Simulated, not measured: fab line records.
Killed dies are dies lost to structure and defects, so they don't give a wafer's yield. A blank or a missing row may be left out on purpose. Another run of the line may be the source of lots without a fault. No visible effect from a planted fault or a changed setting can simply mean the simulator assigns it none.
Shared-tool check | flow n5_finfet | 27 wafers sampled across 9 lots

== WHAT PROMPTED THE OPENING ==
At N5_PMOS_HMC_CHANNEL_EPI_INSPECT_11 the reading raw_defect_count is flagged on 2 of 9 lots. No-fault wafers: 2.0, standard deviation 1.4.
Rule: a lot is flagged in two cases, either no wafer of it has a number, or all its wafers with numbers fall more than 4 standard deviations from that mean. All remaining lots are regarded as sound.

lot  | measured    | on                | raw_defect_count, wafer by wafer | flag
L688 | day 1 23:23 | defect_inspect-02 | 1 2 0                            |
L689 | day 2 06:10 | defect_inspect-02 | 2 0 3                            |
L693 | day 3 05:21 | defect_inspect-02 | 1 2 2                            |
L695 | day 3 17:20 | defect_inspect-01 | 3 4 2                            |
L696 | day 3 23:31 | defect_inspect-02 | 0 1 1                            |
L704 | day 6 00:46 | defect_inspect-01 | >300 294 >300                    | FLAGGED
L706 | day 6 11:27 | defect_inspect-02 | >300 294 >300                    | FLAGGED
L709 | day 7 05:16 | defect_inspect-01 | 1 3 2                            |
L710 | day 7 11:41 | defect_inspect-01 | 3 0 3                            |
The numbers of the flagged lots are 294.0 on average: +292.0 against the usual, or +99 or more standard deviations.

== WHICH TOOL EACH LOT WENT THROUGH ==
The record keeps 1 process step preceding the reading, out of 1938 steps on the route. Cell contents, in order: the tool; ch with the chambers the sampled wafers went through; the start.
lot  | flag    | N5_PMOS_HMC_CHANNEL_EPI_HM_DEP_34
L688 |         | pecvd-03 ch 1,2, day 1 22:55
L689 |         | pecvd-02 ch 0,2, day 2 05:43
L693 |         | pecvd-03 ch 0,1,2, day 3 04:53
L695 |         | pecvd-04 ch 0,1, day 3 16:52
L696 |         | pecvd-02 ch 0,2, day 3 23:11
L704 | FLAGGED | pecvd-03 ch 0,1,2, day 6 00:03
L706 | FLAGGED | pecvd-03 ch 1,2, day 6 11:07
L709 |         | pecvd-02 ch 0,1,2, day 7 04:48
L710 |         | pecvd-04 ch 0,2, day 7 11:22
What the steps here do:
- N5_PMOS_HMC_CHANNEL_EPI_HM_DEP_34: deposits SiO2 from TEOS/O2, target thk 36 nm, time 6.9 s.
- N5_PMOS_HMC_CHANNEL_EPI_INSPECT_11: inspects for defects (macro).

== FLAGGED AGAINST TOTAL, ONE TOOL AT A TIME (gauges that did the reading follow at the end) ==
step                               | tool              | lots run | flagged | share of the flagged lots | sound lots run after its first flagged lot
N5_PMOS_HMC_CHANNEL_EPI_HM_DEP_34  | pecvd-02          | 3        | 0       | none                      | -
N5_PMOS_HMC_CHANNEL_EPI_HM_DEP_34  | pecvd-03          | 4        | 2       | all                       | 0
N5_PMOS_HMC_CHANNEL_EPI_HM_DEP_34  | pecvd-04          | 2        | 0       | none                      | -
N5_PMOS_HMC_CHANNEL_EPI_INSPECT_11 | defect_inspect-01 | 4        | 1       | some                      | 2 (L709,L710)
N5_PMOS_HMC_CHANNEL_EPI_INSPECT_11 | defect_inspect-02 | 5        | 1       | some                      | 0

== WHAT THE TABLE PERMITS ==
In the table, 1 row covers all flagged lots: pecvd-03 at N5_PMOS_HMC_CHANNEL_EPI_HM_DEP_34.
- pecvd-03 at N5_PMOS_HMC_CHANNEL_EPI_HM_DEP_34: 2 of its 4 lots flagged. Its last sound lot is L693 (day 3 04:53), its first flagged lot L704 (day 6 00:03): a fault that began between those two fits.
Just one tool remains: pecvd-03 at N5_PMOS_HMC_CHANNEL_EPI_HM_DEP_34.

== WHAT WAS PUT IN BY THE SIMULATOR ==
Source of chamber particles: pecvd-03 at N5_PMOS_HMC_CHANNEL_EPI_HM_DEP_34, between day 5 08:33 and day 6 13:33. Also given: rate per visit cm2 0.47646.
Lots struck among those shown: L704, L706. Same finding as the rule above.
